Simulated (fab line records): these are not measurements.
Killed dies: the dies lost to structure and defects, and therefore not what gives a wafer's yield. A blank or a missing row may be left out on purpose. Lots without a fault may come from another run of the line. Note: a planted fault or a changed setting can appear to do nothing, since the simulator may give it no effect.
Chamber matching :: flow n5Finfet :: 4 sister chambers for N5_FIN_SAQP_ETCH_51 on rieDiel-04
The step etches SiARC in CF4, target depth 45.5 nm, time 75.8 s. 4 wafers are shown with their chamber, then 9 later ones without.

WAFERS, EACH WITH ITS CHAMBER
wafer: L077.6
chamber: 0
showerheadPlenumPTorr (Torr): 2.11

wafer: L085.3
chamber: 1
showerheadPlenumPTorr (Torr): 2.19

wafer: L089.2
chamber: 3
showerheadPlenumPTorr (Torr): 2.19

wafer: L089.5
chamber: 2
showerheadPlenumPTorr (Torr): 2.18

WAFERS WHOSE CHAMBER IS MISSING
wafer: L090.2
showerheadPlenumPTorr (Torr): 2.18

wafer: L090.3
showerheadPlenumPTorr (Torr): 2.19

wafer: L090.6
showerheadPlenumPTorr (Torr): 2.11

wafer: L091.3
showerheadPlenumPTorr (Torr): 2.11

wafer: L091.4
showerheadPlenumPTorr (Torr): 2.18

wafer: L091.6
showerheadPlenumPTorr (Torr): 2.11

wafer: L097.2
showerheadPlenumPTorr (Torr): 2.18

wafer: L097.3
showerheadPlenumPTorr (Torr): 2.19

wafer: L097.6
showerheadPlenumPTorr (Torr): 2.17

THE CHAMBER EACH PASSED THROUGH
wafer: L090.2
from the rows above: 2
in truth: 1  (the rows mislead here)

wafer: L090.3
from the rows above: can't be placed: 1 or 3
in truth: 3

wafer: L090.6
from the rows above: 0
in truth: 0

wafer: L091.3
from the rows above: 0
in truth: 0

wafer: L091.4
from the rows above: 2
in truth: 2

wafer: L091.6
from the rows above: 0
in truth: 0

wafer: L097.2
from the rows above: 2
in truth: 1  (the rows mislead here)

wafer: L097.3
from the rows above: can't be placed: 1 or 3
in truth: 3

wafer: L097.6
from the rows above: 2
in truth: 2
Correct placement for 5 of the 9. These rows do not allow placing 2 (true chamber among the candidates in 2). Number placed wrongly: 2.
How it was worked out, from the rows above alone: a wafer's distance from a chamber is the root of the sum, over the readings, of the square of ((its reading less the chamber's mean) divided by the reading's scatter). If the next closest chamber is less than 2 further off than the closest, the wafer can't be placed; otherwise it belongs to the closest. Each chamber's mean is taken over the wafers shown for it. The scatter: root of mean squared gap, hidden wafer to nearest shown wafer, with one shown wafer a chamber.
